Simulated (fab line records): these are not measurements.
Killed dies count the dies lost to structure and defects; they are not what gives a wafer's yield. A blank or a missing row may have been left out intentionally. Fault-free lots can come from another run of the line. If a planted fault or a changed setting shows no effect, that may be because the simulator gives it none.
Chamber matching	flow n5Finfet	4 sister chambers for N5_BEOL_M6_VIA_ETCH_34 on rieDiel-04
The step etches SiCOH lowk in C4F6/O2, target depth 126.3 nm, time 50.9 s. 8 wafers are shown with their chamber, then 9 later ones without.

## WAFERS, EACH WITH ITS CHAMBER
wafer	chamber	throttleValvePct (%)	drypumpMotorCurrentA (A)
L076.3	1	21.4	6.2
L081.2	1	21.4	6.2
L081.3	0	20.4	6.1
L082.3	0	20.4	6.1
L082.6	3	20.5	5.5
L090.4	2	21.1	5.9
L090.5	2	21.0	6.0
L090.6	3	20.5	5.5

## WAFERS WITHOUT THEIR CHAMBER
wafer	throttleValvePct (%)	drypumpMotorCurrentA (A)
L092.3	20.4	6.1
L092.4	21.4	6.2
L092.5	20.4	6.1
L095.2	21.5	6.3
L095.3	20.6	5.5
L095.6	20.6	5.5
L093.1	20.4	6.1
L093.2	21.5	6.3
L093.6	20.5	5.5

## WHICH CHAMBER EACH WENT THROUGH
wafer	from the rows above	in truth
L092.3	0	0
L092.4	1	1
L092.5	0	0
L095.2	1	1
L095.3	3	3
L095.6	3	3
L093.1	0	0
L093.2	1	1
L093.6	3	3
Correctly placed: 9 of 9. Left unplaced by these rows: 0. Wrongly placed: 0.
How it was worked out, from the rows above alone: a wafer's distance from a chamber is the root of the sum, over the readings, of the square of ((its reading less the chamber's mean) divided by the reading's scatter). The wafer belongs to the nearest chamber; if the next one is less than 2 further off, it can't be placed. A chamber's mean is the mean of its shown wafers. The scatter is the square root of a quotient: the sum, over the shown wafers, of each reading's squared deviation from its chamber's mean, divided by wafers minus chambers.
